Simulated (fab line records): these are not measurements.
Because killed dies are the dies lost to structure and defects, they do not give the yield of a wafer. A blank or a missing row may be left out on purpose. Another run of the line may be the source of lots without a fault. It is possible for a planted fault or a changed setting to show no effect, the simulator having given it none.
Comparing a struck lot with a sound one / flow nand harc / 31 steps out of a route of 1302
Sound: the wafers L760.1, L760.4, L760.6. Struck: wafers L750.3, L750.4, L750.6. The cause comes at the end.
At each step with rows: each side's tool, then ch and its chambers, then its first start. Under that, the readings that differ: sound wafers / struck wafers / difference of the means / sigmas: that difference in standard deviations of wafers without a fault.
alike: readings whose means differ by less than 2 such deviations, and words and numbers that are the same on both sides. not compared: withheld readings, readings that some wafer has no value for, bounds like >300 that may hide the same value, and numbers for which the record gives no deviation and whose values overlap.
The two part at a step that has a row with sigmas, a row that says differs or no value, or rows on one side only. When numbers do not overlap yet have no deviation, they are printed without sigmas and do not part them. A reading that every wafer of one side lacks parts them only if that side has two wafers or more.

first, 1 step without rows for these wafers: NHARC_A_CONTACT_ETCH_127 (etches the open film in C4F8/O2/Ar, time 197 s, target depth 1918 nm).
NHARC_A_CONTACT_ETCH_128: etches the open film in C4F8/O2/Ar, time 197 s, target depth 1918 nm.
  sound on har cap etch-03 ch 1, day 28 05:56; struck on har cap etch-02 ch 0,1, day 23 11:10
  not compared: rf hours counter h
then, 1 step without rows for these wafers: NHARC_A_CONTACT_ETCH_129 (etches the open film in C4F8/O2/Ar, time 197 s, target depth 1918 nm).
NHARC_A_CONTACT_ETCH_130: etches the open film in C4F8/O2/Ar, time 197 s, target depth 1918 nm.
  sound on har cap etch-03 ch 1, day 28 06:17; struck on har cap etch-02 ch 0,1, day 23 11:31
  not compared: rf hours counter h
NHARC_A_CONTACT_ETCH_131: etches the open film in C4F8/O2/Ar, time 197 s, target depth 1918 nm.
  sound on har cap etch-03 ch 1, day 28 06:28; struck on har cap etch-02 ch 0,1, day 23 11:42
  not compared: rf hours counter h
then, 4 steps without rows for these wafers: NHARC_A_CONTACT_ETCH_132 (etches the open film in C4F8/O2/Ar, time 197 s, target depth 1924 nm); NHARC_A_CONTACT_ETCH_133 (etches the open film in C4F8/O2/Ar, time 374 s, target depth 1610 nm); NHARC_A_CONTACT_ETCH_91 (etches the open film in CH3F/O2, target depth 40 nm, time 85.7 s); NHARC_A_CONTACT_ETCH_97 (etches the open film in C4F6/O2, target depth 20 nm, time 10 s).
NHARC_A_CONTACT_CD_MEAS_80:
  sound on cd sem-03, day 28 07:49; struck on cd sem-03, day 23 13:01
  alike: cd nm
then, 2 steps without rows for these wafers: NHARC_A_CONTACT_STRIP_103 (strips in N2/H2); NHARC_A_CONTACT_STRIP_104 (strips in CF4/CHF3).
NHARC_A_CONTACT_STRIP_105: strips in O2/COS.
  sound on rie diel-02 ch 0,1,3, day 28 08:03; struck on rie diel-02 ch 1,2,3, day 23 13:14
NHARC_A_CONTACT_ETCH_106: etches the open film in CF4/O2, target depth 90 nm, overetch 9 nm, time 49.5 s.
  sound on rie diel-02 ch 0,2,3, day 28 08:07; struck on rie diel-02 ch 0,1, day 23 13:18
  alike: bias w, drypump motor current A, oes product au, rf vpp V, showerhead plenum p Torr, throttle valve pct
  not compared: rf hours counter h
then, 3 steps without rows for these wafers: NHARC_A_CONTACT_STRIP_82 (strips in O2); NHARC_A_CONTACT_STRIP_83 (strips in post etch residue remover, time 600 s); NHARC_A_CONTACT_DEP_84 (deposits aC, target thk 2800 nm).
NHARC_A_CONTACT_DEP_85: deposits SiON, target thk 60 nm.
  sound on pecvd-01 ch 0,1,2, day 28 10:34; struck on pecvd-01 ch 1,2, day 23 15:49
  alike: heater power w
then, 10 steps without rows for these wafers: NHARC_A_CONTACT_DEHYDRATE_00 (time 120 s); NHARC_A_CONTACT_HMDS_01 (time 30 s); NHARC_A_CONTACT_COAT_86 (time 75 s); NHARC_A_CONTACT_COAT_87 (time 65 s); NHARC_A_CONTACT_COAT_02 (resist thk 90 nm); NHARC_A_CONTACT_SOFTBAKE_03 (time 55 s); NHARC_A_CONTACT_EBR_04; NHARC_A_CONTACT_EXPOSE_05 (exposes mask A CC); NHARC_A_CONTACT_PEB_06 (peb time 65 s); NHARC_A_CONTACT_DEVELOP_07 (develop time 35 s).
NHARC_A_CONTACT_CD_MEAS_08 targets a cd of 200 nm.
  sound on cd sem-02 ch 0, day 28 11:15; struck on cd sem-03 ch 0, day 23 16:31
  alike: cd nm
NHARC_A_CONTACT_OVL_MEAS_09:
  sound on overlay-01, day 28 11:20; struck on overlay-02, day 23 16:35
  alike: overlay x nm, overlay y nm
-- jump in the record: it breaks off in module A_CONTACT and resumes in module END (first step shown: number 1302 of the route), and 2 days separate the struck wafers' starts before and after --
NHARC_END_SORT_01:
  sound on prober-01 ch 0, day 30 16:38; struck on prober-01 ch 0, day 26 02:47
reading=killed at array; sound=51; struck=120 130 104; difference=+67; sigmas=+4
reading=killed at periphery; sound=10; struck=4 3 2; difference=-7; sigmas=-3
reading=killed dies; sound=61; struck=125 137 106; difference=+62; sigmas=+4
  alike: killed at other, killed open, killed short

== WHERE THEY PART ==
Only at NHARC_END_SORT_01, as far as this record shows.

WHY: what had been put in by the simulator
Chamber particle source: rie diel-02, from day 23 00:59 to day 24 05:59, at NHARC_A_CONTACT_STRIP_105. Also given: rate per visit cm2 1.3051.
